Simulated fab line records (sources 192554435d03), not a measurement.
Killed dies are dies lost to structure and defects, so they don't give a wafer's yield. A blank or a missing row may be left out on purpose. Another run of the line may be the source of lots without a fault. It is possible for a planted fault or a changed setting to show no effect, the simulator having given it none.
The tool behind it: which one? ; flow n5-finfet ; 26 wafers sampled from 9 lots at 1 step of a route of 1938

## WHAT THE GAUGES READ, wafer by wafer
N5_BEOL_M0_SAQP_OVL_MEAS_41.
lot;measured;on;M0_CUT1_OVL (nm)
L501;day 5 18:37;overlay-01;0.0 -0.9
L504;day 6 12:52;overlay-01;0.8 0.1 0.1
L506;day 7 06:03;overlay-01;0.0 0.4 -1.4
L505;day 7 12:04;overlay-01;-1.5 -0.6 -1.9
L508;day 7 12:42;overlay-01;0.2 -1.2 -0.4
L519;day 10 07:13;overlay-02;0.2 1.7 -0.2
L521;day 11 00:30;overlay-01;-1.4 -0.2 0.5
L522;day 11 01:00;overlay-02;-0.8 -0.8 -0.1
L523;day 11 08:44;overlay-01;0.9 1.1 1.3

## WHAT TOOL EACH LOT RAN ON (gives the tool, then ch and the chambers of the sampled wafers, and finally the start)
There is no process step in the record ahead of these readings.

## THE ANSWER, worked out from the rows above alone
Rule: usual is defined by the lots themselves. The widest of any qualifying gaps counts: lots, ordered by their means at a reading, are off when they make up no more than a third of the lots, leave a main group of 4 or more, and stand apart from it by 3 or more times the standard deviation of that group's means. Not used: any main group whose means are identical at the precision the tables above print for the reading. Also off: a lot with no number at a reading for which 4 or more lots have one. Where the step has rows for the other lots, those lots are counted as sound.
Nothing can be told from this: no lot is off at any reading shown.

## WHAT HAD BEEN PUT IN BY THE SIMULATOR
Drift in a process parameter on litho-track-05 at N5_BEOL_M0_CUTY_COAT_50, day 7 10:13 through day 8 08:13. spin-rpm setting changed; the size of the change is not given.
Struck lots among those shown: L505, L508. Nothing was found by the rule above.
